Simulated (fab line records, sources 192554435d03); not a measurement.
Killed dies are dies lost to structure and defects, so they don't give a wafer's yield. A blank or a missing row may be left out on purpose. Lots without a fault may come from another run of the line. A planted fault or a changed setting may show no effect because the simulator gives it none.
A struck lot beside a sound one | flow n5_finfet | 34 steps out of a route of 1938
Sound: wafers L340.2, L340.3, L340.6. Struck: wafer L359.6. (L359.3, L359.5 of the same lot were not struck and are left out.) The cause comes at the end.
At each step with rows: each side's tool, then ch and its chambers, then its first start. Under that, the readings that differ: sound wafers | struck wafers | difference of the means | sigmas: that difference in standard deviations of wafers without a fault.
alike: readings whose means differ by less than 2 such deviations, and words and numbers that are the same on both sides. not compared: withheld readings, readings that some wafer has no value for, bounds like >300 that may hide the same value, and numbers for which the record gives no deviation and whose values overlap.
The two part at a step that has a row with sigmas, a row that says differs or no value, or rows on one side only. Numbers that don't overlap but have no deviation are shown without sigmas and don't part them. A reading that every wafer of one side lacks parts them only if that side has two wafers or more.

first, 10 steps without rows for these wafers: N5_BEOL_M11_TRENCH_ETCH_37 (etches SiCOH lowk in C4F6/O2, target depth 148.83 nm, time 48 s); N5_BEOL_M11_ETCH_41 (etches SiCN in CH3F/O2, target depth 42.6 nm, time 86 s); N5_BEOL_M11_STRIP_77 (strips in N2/H2, time 10 s); N5_BEOL_M11_HM_STRIP_39 (strips TiN in peroxide tin strip, target depth 25 nm, time 158 s); N5_BEOL_M11_SRD_40 (time 30 s); N5_BEOL_M11_PRECLEAN_42 (cleans in residue remover, time 60 s); N5_BEOL_M11_SRD_43 (time 30 s); N5_BEOL_M11_CURE_72 (cures SiCOH lowk, time 120 s); N5_BEOL_M11_DEGAS_44 (time 60 s); N5_BEOL_M11_PRE_CLEAN_45 (time 30 s).
N5_BEOL_M11_ALD_74: deposits TaN, target thk 2 nm, pulse time 2 s, purge time 3 s.
  sound on ald_metal-03 ch 0,1,2, day 10 20:27; struck on ald_metal-03 ch 1, day 15 11:02
  alike: heater_power_outer_w, heater_power_w, precursor_vessel_temp_c
then, 22 steps without rows for these wafers: N5_BEOL_M11_SURFACE_TREAT_76; N5_BEOL_M11_CVD_75 (deposits Co from CCTBA/H2, target thk 2 nm, time 138.9 s); N5_BEOL_M11_SPUTTER_48 (material Cu, target thk 12 nm, time 2 s); N5_BEOL_M11_ECD_50 (material Cu, target thk 318 nm); N5_BEOL_M11_ANNEAL_51 (time 90 s); N5_BEOL_M11_CMP_52 (polishes, stops on SiCOH lowk, t overpolish 7 s, target thk 140 nm); N5_BEOL_M11_PRE_CLEAN_55 (time 15 s); N5_BEOL_M11_DEP_56 (deposits SiCN from 3MS/NH3, target thk 30 nm, time 10.5 s); N5_BEOL_M12_ILD_DEP_00 (deposits SiOC from DEMS/O2, target thk 658.92 nm, time 130.7 s); N5_BEOL_M12_COAT_58 (time 60 s, resist thk 89 nm); N5_BEOL_M12_COAT_04 (resist thk 400 nm); N5_BEOL_M12_EBR_06; N5_BEOL_M12_SOFTBAKE_05 (time 60 s); N5_BEOL_M12_EXPOSE_07 (exposes mask V11); N5_BEOL_M12_PEB_08 (peb time 90 s); N5_BEOL_M12_DEVELOP_09 (develop time 45 s); N5_BEOL_M12_HARDBAKE_14 (time 120 s); N5_BEOL_M12_DESCUM_15 (chemistry O2, time 7.9 s); N5_BEOL_M12_ETCH_59 (etches BARC in N2/H2, target depth 89 nm, overetch 26.7 nm, time 67.9 s); N5_BEOL_M12_VIA_ETCH_16 (etches SiOC in C4F8/O2/Ar, target depth 724.8 nm); N5_BEOL_M12_STRIP_63 (strips in N2/H2); N5_BEOL_M12_STRIP_64 (strips in N2/H2).
N5_BEOL_M15_RC_MEAS_101:
  sound on prober-02 ch 0, day 11 21:40; struck on prober-02 ch 0, day 16 20:18
  reading                 | sound                   | struck  | difference | sigmas
  COMB_M11 (S/m)          | 1.4e-11 1.2e-11 1.3e-11 | 2.2e-11 | +9.0e-12   | +3
  COMB_M11_max_site (S/m) | 1.9e-11 2e-11 2.3e-11   | 4.8e-11 | +2.7e-11   | +5
  alike: COMB_M10, COMB_M12, COMB_M13, COMB_M14, COMB_M15, COMB_M5, COMB_M6, COMB_M7, COMB_M8, COMB_M9, SERP_M10, SERP_M11, SERP_M12, SERP_M12_max_site, SERP_M13, SERP_M14, SERP_M5, SERP_M5_max_site, SERP_M6, SERP_M7, SERP_M8, SERP_M8_max_site, SERP_M9

WHERE THEY PART
Only at N5_BEOL_M15_RC_MEAS_101, within this record.

WHY: what the simulator had put in
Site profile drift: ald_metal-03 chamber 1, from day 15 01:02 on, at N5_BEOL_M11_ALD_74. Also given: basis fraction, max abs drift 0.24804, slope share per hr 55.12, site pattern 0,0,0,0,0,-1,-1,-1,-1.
